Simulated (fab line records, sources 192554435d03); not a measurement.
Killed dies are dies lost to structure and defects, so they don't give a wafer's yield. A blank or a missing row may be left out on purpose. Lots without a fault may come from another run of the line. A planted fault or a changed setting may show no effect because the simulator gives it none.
Which tool did it? | flow n5_finfet | 11 lots, 31 wafers sampled, at 1 step of a route of 1938

WHAT THE GAUGES READ, wafer by wafer
N5_BEOL_M10_CD_MEAS_28: target cd 70 nm. Usual: cd_nm 69.4 nm, standard deviation 1.2.
lot  | measured     | on        | cd_nm (nm)     | flag
L572 | day 10 14:13 | cd_sem-02 | 70.2 71.5 70.3 |
L573 | day 10 16:26 | cd_sem-03 | 69.0 68.9 69.7 |
L574 | day 11 00:57 | cd_sem-01 | 69.5 69.2 70.4 |
L575 | day 11 09:30 | cd_sem-03 | 69.6 67.7 68.2 |
L576 | day 11 09:40 | cd_sem-02 | 70.1 69.2      |
L582 | day 13 07:01 | cd_sem-01 | 71.5 70.3 71.0 |
L583 | day 13 14:55 | cd_sem-03 | 70.4 69.9      |
L587 | day 14 09:56 | cd_sem-02 | 67.8 69.8 69.5 |
L585 | day 14 11:22 | cd_sem-03 | 67.5 68.6 69.2 |
L588 | day 14 11:32 | cd_sem-02 | 67.5 66.9 68.5 |
L590 | day 15 13:46 | cd_sem-02 | 70.8 69.4 68.7 |

WHICH TOOL RAN EACH LOT (tool, then ch and the chambers of the sampled wafers, then the start)
The record holds no process step before these readings.

WHAT THE TOOLS THEMSELVES READ (means of the sampled wafers that have a number; where no wafer has one, the mark that the record gives instead)
The record holds no such reading with a usual standard deviation.

THE ANSWER, worked out from the rows above alone
Rule: a lot is off if the mean of its wafers that have a number lies more than 3 standard deviations from the usual mean. A lot without any number at a reading at which 4 lots or more have one is off too. The other lots that the step has rows for count as sound. The gauges are gone through in route order, then the tools' own readings, and for those a lot's mean is taken as printed above. The first step at which some lot is off is used, and at that step the reading that is off furthest; a lot without a number counts as furthest.
No lot is off at any reading shown: from this, nothing can be told.

WHAT THE SIMULATOR HAD PUT IN
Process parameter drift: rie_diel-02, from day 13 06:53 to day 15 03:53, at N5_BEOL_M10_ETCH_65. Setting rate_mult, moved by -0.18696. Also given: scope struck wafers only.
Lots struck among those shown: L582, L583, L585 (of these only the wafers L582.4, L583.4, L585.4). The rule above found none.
